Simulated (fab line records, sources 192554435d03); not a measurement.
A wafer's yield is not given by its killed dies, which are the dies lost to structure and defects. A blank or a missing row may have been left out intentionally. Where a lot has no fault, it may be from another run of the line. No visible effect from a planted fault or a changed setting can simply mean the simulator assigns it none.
Comparing a struck lot with a sound one / flow n5_finfet / 16 out of 1938 route steps
Sound: these wafers, L792.1, L792.2, L792.5. Struck: wafers L801.1, L801.3. (L801.5 of the same lot was not struck and is left out.) The cause comes at the end.
At each step with rows: each side's tool, then ch and its chambers, then its first start. Under that, the readings that differ: sound wafers / struck wafers / difference of the means / sigmas: that difference in standard deviations of wafers without a fault.
alike: words and numbers the same on both sides, and readings whose means are apart by under 2 such deviations; not compared: readings that were withheld, readings missing a value for some wafer, numbers with overlapping values and no deviation given by the record, and bounds like >300 which may hide the same value.
A row with sigmas, a row that says differs or no value, or rows on one side alone: a step with any of these is where the two part. Numbers that don't overlap but have no deviation are shown without sigmas and don't part them. A reading missing from all wafers of one side parts the sides only when that side holds two or more wafers.

first, 3 steps without rows for these wafers: N5_FIN_SAQP_PRECLEAN_00 (cleans in SC1, time 60 s); N5_FIN_SAQP_PRECLEAN_44 (cleans in SC2, time 45 s); N5_FIN_SAQP_SRD_01 (time 30 s).
N5_FIN_SAQP_ALD_61: deposits SiO2, target thk 4 nm, pulse time 1 s, purge time 2 s.
  sound on ald_sin-04 ch 0,2, day 2 08:58; struck on ald_sin-02 ch 0,2, day 4 15:34
  alike: chamber_pressure_Torr, heater_power_w, precursor_pulse_height_rel
N5_FIN_SAQP_DENSIFY_62: time 60 s.
  sound on rtp_anneal-02 ch 0, day 2 09:10; struck on rtp_anneal-02 ch 0, day 4 15:47
  alike: lamp_power_pct, lamp_zone_7_pct, wafer_temp_C_max
N5_FIN_SAQP_HM_DEP_03: deposits SiNx from SiH4/NH3/N2, target thk 38 nm, time 33.6 s.
  sound on pecvd-02 ch 1,2, day 2 09:23; struck on pecvd-02 ch 0,1, day 4 15:59
  alike: chamber_pressure_Torr, heater_power_w, showerhead_plenum_p_Torr, throttle_valve_pct
N5_FIN_SAQP_THK_MEAS_05:
  sound: film_metro-02 at day 2 09:28; struck: film_metro-01 at day 4 16:05
  alike: thk_nm
then, 2 steps without rows for these wafers: N5_FIN_SAQP_PECVD_47 (deposits a-Si from SiH4/He, target thk 45 nm, time 36.3 s); N5_FIN_SAQP_PECVD_48 (deposits SiNx from SiH4/NH3/N2, target thk 25 nm, time 22.1 s).
N5_FIN_SAQP_PECVD_06: deposits a-Si from SiH4/He, target thk 60 nm, time 48.1 s.
  sound on pecvd-03 ch 0,1, day 2 09:35; struck on pecvd-04 ch 1,2, day 4 16:12
reading=throttle_valve_pct (%); sound=18.7 19.1 19.0; struck=17.4 18.3; difference=-1.1; sigmas=-2
  alike: chamber_pressure_Torr, heater_power_w, showerhead_plenum_p_Torr
N5_FIN_SAQP_THK_MEAS_07:
  sound: film_metro-02 at day 2 09:41; struck: film_metro-01 at day 4 16:17
reading=thk_nm (nm); sound=60.0 59.8 60.9; struck=58.6 58.2; difference=-1.8; sigmas=-2
N5_FIN_SAQP_HM_DEP_72: deposits SiO2 from SiH4/N2O, target thk 12 nm, time 7.2 s.
  sound on pecvd-02 ch 1,2, day 2 09:43; struck on pecvd-03 ch 1,2, day 4 16:19
  alike: chamber_pressure_Torr, heater_power_w, showerhead_plenum_p_Torr
N5_FIN_SAQP_COAT_49: time 60 s, resist thk 100 nm.
  sound on litho_track-04 ch 0, day 2 09:47; struck on litho_track-03 ch 0, day 4 16:24
reading=heater_power_total_W (W); sound=498.8 500.5 501.8; struck=564.0 565.6; difference=+64.4; sigmas=+38
reading=run_length_s (s); sound=66.36 66.09 66.31; struck=54.82 54.82; difference=-11.43; sigmas=-64
then, 1 step without rows for these wafers: N5_FIN_SAQP_COAT_50 (time 60 s, resist thk 35 nm).
-- record jumps: 9 days separate the struck wafers' starts on either side; left off in module FIN_SAQP, taken up again in module BEOL_M4, whose first shown step is the route's number 1111 --
N5_BEOL_M4_RC_MEAS_101:
  sound on prober-01 ch 0, day 8 05:53; struck on prober-01 ch 0, day 13 07:28
reading=VT_P (mV); sound=-256 -255 -256; struck=-249 -248; difference=+7; sigmas=+2
  alike: DIBL_N, DIBL_P, IOFF_N, IOFF_P, ION_N, ION_P, SS_N, SS_P, VT_N
-- record jumps: 4 days separate the struck wafers' starts on either side; left off in module BEOL_M4, taken up again in module PASSIVATION, whose first shown step is the route's number 1936 --
N5_PASSIVATION_PROBE_49:
  sound: prober-01 at day 11 15:42; struck: prober-01 at day 17 18:24
reading=killed_at_M0_to_M3; sound=18 29 37; struck=44 53; difference=+20; sigmas=+2
reading=killed_short; sound=24 28 38; struck=40 58; difference=+19; sigmas=+2
  alike: defect_limited_yield, killed_at_M4_up, killed_at_contacts, killed_at_front_end, killed_at_other, killed_dies, killed_open, sort_bin_5_function, sort_bin_6_memory, sort_n_pass, sort_yield_pct

WHERE THEY PART
At N5_FIN_SAQP_PECVD_06 first; at N5_PASSIVATION_PROBE_49 last (within this record only).

WHY: what the simulator had put in
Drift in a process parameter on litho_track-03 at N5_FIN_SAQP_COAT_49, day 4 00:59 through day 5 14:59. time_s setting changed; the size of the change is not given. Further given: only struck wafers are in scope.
